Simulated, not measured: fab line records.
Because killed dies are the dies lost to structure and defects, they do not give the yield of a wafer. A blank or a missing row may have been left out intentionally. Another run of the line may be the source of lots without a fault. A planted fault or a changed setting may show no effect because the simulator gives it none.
8D (eight disciplines) problem report, filled in by code	flow n5 finfet	the parts of the form that need people (team, actions taken, sign-off) are left out

## 1. THE PROBLEM
A mean of 385 is read at N5_STI_FIN_REVEAL_INSPECT_13 for raw defect count, taken on 1 wafer of 1 lot, against 11 (standard deviation 5.1) on wafers free of any fault. That is +73 standard deviations from the usual mean.
The step: inspects for defects (darkfield).
The first sign was on wafer L166.1 at day 6 01:46, on defect inspect-02. At this step, 27 wafers from 9 lots have a number in the record. Rule for "out" (also "out of limits"): further than 4 standard deviations from the usual mean. The rest of the wafers with a number are treated as sound.

## 2. WHAT IT IS; WHAT IT IS NOT
question	is	is not
which readings at this step	raw defect count	-
which lots	L166	L153, L156, L157, L159, L161, L167, L168, L175
which wafers of those lots	L166.1	L166.5, L166.6
read on which gauges	defect inspect-02	defect inspect-01
when	from day 6 01:46	up to then (17 sound wafers); but 9 sound wafers of L167, L168, L175 came after

## 3. SUSPECTS, AND WHAT RULES EACH OUT
Counting: a tool at a process step up to the reading stays a suspect if it ran every lot that is out. Sound lots after the first of them don't rule it out here, since some wafers of a struck lot are sound.
- the gauge at N5_STI_FIN_REVEAL_INSPECT_13 has been ruled out. All the wafers that are out were read on defect inspect-02, but those of them that N5_PASSIVATION_PROBE_49 has rows for are out there too, on other tools.
- cmp-04 at N5_STI_FIN_REVEAL_CMP_04 (polishes, stops on Si3N4, t overpolish 4 s, target thk 131.83 nm): kept. L166, the lot that is out, went through it at day 5 21:47; up to then, the latest sound lot through it was L159 at day 4 04:48.
- plasma asher-01 at N5_STI_FIN_REVEAL_OXIDATION_31 (chemistry O2 PLASMA REMOTE, time 20 s): kept. L166, the lot that is out, went through it at day 6 01:08; up to then, the latest sound lot through it was L159 at day 4 07:48.
- wet bench-01 at N5_STI_FIN_REVEAL_STRIP_35 (strips Si3N4 in H3PO4, target depth 4 nm, time 39 s): kept. L166, the lot that is out, went through it at day 6 01:26; up to then, the latest sound lot through it was L161 at day 4 19:46.
- In wet bench-01 at N5_STI_FIN_REVEAL_STRIP_35, the wafers that are out were processed in chamber 1 and their sound lot-mates in chambers 3, 4.
The count leaves cmp-04 at N5_STI_FIN_REVEAL_CMP_04, plasma asher-01 at N5_STI_FIN_REVEAL_OXIDATION_31, and wet bench-01 at N5_STI_FIN_REVEAL_STRIP_35.

## 4. THE CAUSE (what the simulator had put in)
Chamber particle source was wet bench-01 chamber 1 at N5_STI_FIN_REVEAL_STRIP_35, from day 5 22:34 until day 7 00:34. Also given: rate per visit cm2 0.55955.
Of the 3 suspects that counting leaves, this tool is one.

## 5. THE EFFECT CHAIN, in route order
One row per reading whose mean, taken over the struck wafers that have a number, lies over 3 standard deviations from the usual. Readings are gone through only where the record gives a usual standard deviation; hours: the median, over the lots, of the time from a lot's start at the first step in this table giving one to that lot's start at this step; sigmas: the change measured in usual standard deviations.
hours	step	reading	usual	on struck wafers	change	sigmas
0	N5_STI_FIN_REVEAL_INSPECT_13	raw defect count	11	385	+374	+73
251	N5_PASSIVATION_PROBE_49	defect limited yield	90.9 %	80.8	-10.1	-6.7
251	N5_PASSIVATION_PROBE_49	killed at front end	42	154	+112	+9.3
251	N5_PASSIVATION_PROBE_49	killed dies	108	226	+118	+6.6
251	N5_PASSIVATION_PROBE_49	sort_bin_5_function	5.4 %	11.9	+6.5	+6.5
251	N5_PASSIVATION_PROBE_49	sort n pass	1072	954	-118	-6.6
251	N5_PASSIVATION_PROBE_49	sort yield pct	90.9 %	80.8	-10.1	-6.7
The process steps in it:
- N5_PASSIVATION_PROBE_49
Later measuring or inspecting steps at which every struck wafer that the step has a row for has a number for every such reading, and none has moved that far: N5_BEOL_M4_RC_MEAS_101.

## 6. HOW IT WOULD HAVE BEEN CAUGHT EARLIER
3 hours passed between the start of the fault at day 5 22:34 and the first reading out of limits at a measuring or inspecting step in this record, taken at day 6 01:46.
An alarm limit of 4 standard deviations would not have fired on the tool readings at N5_STI_FIN_REVEAL_STRIP_35 for which the record gives a usual standard deviation, since none of them was out on any struck wafer.
Lots out: 1; all had begun N5_STI_FIN_REVEAL_STRIP_35 on wet bench-01 by day 6 01:46. Tool hold at that time: it would have spared none of them.
